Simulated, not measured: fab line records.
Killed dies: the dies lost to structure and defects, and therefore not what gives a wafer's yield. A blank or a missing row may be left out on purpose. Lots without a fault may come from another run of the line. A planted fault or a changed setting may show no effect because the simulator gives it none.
Code-filled problem report in 8D (eight disciplines) form || flow n5Finfet || the parts of the form that need people (team, actions taken, sign-off) are left out

1. THE ISSUE
Mean of rfFwdPowerW at N5_PASSIVATION_ETCH_54: 804.1 W across 6 wafers in 2 lots; on wafers with no fault it is 649.0 W (standard deviation 2). Measured from the usual mean, that is +78 standard deviations.
The step: etches SiO2 in CHF3/O2, target depth 880 nm, time 440 s.
The first sign was on wafer L256.1 at day 17 06:50, on rieDiel-02. At this step, 18 wafers from 6 lots have a number in the record. By rule, "out" or "out of limits" means more than 4 standard deviations away from the usual mean. Any other wafer with a number is counted as sound.

2. WHAT IT IS AND WHAT IT IS NOT
{"question": "which readings at this step", "is": "rfFwdPowerW", "is not": "drypumpMotorCurrentA, mfcArSccm, throttleValvePct"}
{"question": "which lots", "is": "L256, L257", "is not": "L239, L245, L259, L261"}
{"question": "which wafers of those lots", "is": "all that have a number", "is not": "-"}
{"question": "read on which tools", "is": "rieDiel-02", "is not": "rieDiel-01"}
{"question": "when", "is": "from day 17 06:50", "is not": "up to then (6 sound wafers); but 6 sound wafers of L259, L261 came after"}

3. WHAT RULES OUT EACH SUSPECT
Counting: any tool at a process step up to the reading is kept as a suspect provided that every lot that is out went through it and no sound lot did after the first of them.
- rieDiel-02 at N5_PASSIVATION_DESCUM_46 (chemistry O2, time 7.9 s): kept. All lots that are out passed through it, beginning with L256 at day 17 06:34, and no sound lot followed; its final sound lot before that point was L245 at day 14 16:28.
- rieDiel-02 at N5_PASSIVATION_PASS_ETCH_47 (etches SiNx in CF4/O2, target depth 770 nm, time 385 s): kept. All lots that are out passed through it, beginning with L256 at day 17 06:36, and no sound lot followed; its final sound lot before that point was L245 at day 14 16:30.
- rieDiel-02 at N5_PASSIVATION_ETCH_54 (etches SiO2 in CHF3/O2, target depth 880 nm, time 440 s): kept. All lots that are out passed through it, beginning with L256 at day 17 06:50, and no sound lot followed; its final sound lot before that point was L245 at day 14 16:44. Out on those wafers are its own readings of rfFwdPowerW.
rieDiel-02 at N5_PASSIVATION_DESCUM_46, rieDiel-02 at N5_PASSIVATION_PASS_ETCH_47 and rieDiel-02 at N5_PASSIVATION_ETCH_54 are what is left after counting.

4. THE CAUSE (what the simulator had put in)
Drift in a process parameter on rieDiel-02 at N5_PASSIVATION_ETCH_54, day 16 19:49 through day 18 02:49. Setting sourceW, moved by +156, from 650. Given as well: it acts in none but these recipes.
After counting, 3 suspects remain, this tool included.

5. THE CHAIN OF EFFECTS, in route order
Each row: a reading whose mean over the struck wafers that have a number lies more than 3 standard deviations from the usual. Only readings whose record carries a usual standard deviation are examined. hours: median over the lots of the time between each lot's start at the first step of this table that gives one and its start at this step. sigmas: the change, counted in usual standard deviations.
{"hours": 0, "step": "N5_PASSIVATION_ETCH_54", "reading": "oes_f_703_au", "usual": "0.77 a.u.", "on struck wafers": 1.08, "change": "+0.31", "sigmas": "+3.9"}
{"hours": 0, "step": "N5_PASSIVATION_ETCH_54", "reading": "rfFwdPowerW", "usual": "649.0 W", "on struck wafers": 804.1, "change": "+155.1", "sigmas": "+78"}
{"hours": 0, "step": "N5_PASSIVATION_ETCH_54", "reading": "rfVppV", "usual": "526 V", "on struck wafers": 480, "change": -46, "sigmas": -4.2}
It contains these process steps:
- N5_PASSIVATION_ETCH_54: etches SiO2 in CHF3/O2, target depth 880 nm, time 440 s.

6. WHAT WOULD HAVE CAUGHT IT SOONER
11 hours passed between the start of the fault at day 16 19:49 and the first reading out of limits in this record, taken at day 17 06:50.
